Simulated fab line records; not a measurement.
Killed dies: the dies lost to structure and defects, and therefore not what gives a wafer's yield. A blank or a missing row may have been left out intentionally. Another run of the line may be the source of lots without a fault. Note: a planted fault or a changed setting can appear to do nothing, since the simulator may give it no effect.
Chamber matching | flow nand-harc | NHARC_A_WL_FILL_ALD_02 on ald-metal-02 has 4 sister chambers
The step deposits TiN, target thk 2 nm, pulse time 3 s, ald cycles 100. 4 wafers are shown with their chamber, then 7 later ones without.

## EACH WAFER AND ITS CHAMBER
wafer  | chamber | heater-power-w (W)
L692.5 | 3       | 1061
L697.2 | 1       | 1114
L693.1 | 0       | 1125
L693.4 | 2       | 1253

## WAFERS WHOSE CHAMBER IS MISSING
wafer  | heater-power-w (W)
L693.6 | 1110
L700.1 | 1119
L700.3 | 1264
L700.4 | 1138
L702.2 | 1095
L702.4 | 1238
L702.5 | 1071

## EACH ONE'S CHAMBER
wafer  | from the rows above          | in truth
L693.6 | can't be placed: 1 or 0      | 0
L700.1 | can't be placed: 1 or 0      | 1
L700.3 | 2                            | 2
L700.4 | can't be placed: 0 or 1      | 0
L702.2 | can't be placed: 1 or 0 or 3 | 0
L702.4 | 2                            | 2
L702.5 | 3                            | 3
Placed correctly: 3 of 7. Unplaceable from these rows: 4, with the true chamber sitting among the candidates in 4. Wrongly placed: 0.
How it was worked out, from the rows above alone: a wafer's distance from a chamber is the root of the sum, over the readings, of the square of ((its reading less the chamber's mean) divided by the reading's scatter). If the next closest chamber is less than 2 further off than the closest, the wafer can't be placed; otherwise it belongs to the closest. Each chamber's mean is taken over the wafers shown for it. The scatter: root of mean squared gap, hidden wafer to nearest shown wafer, with one shown wafer a chamber.
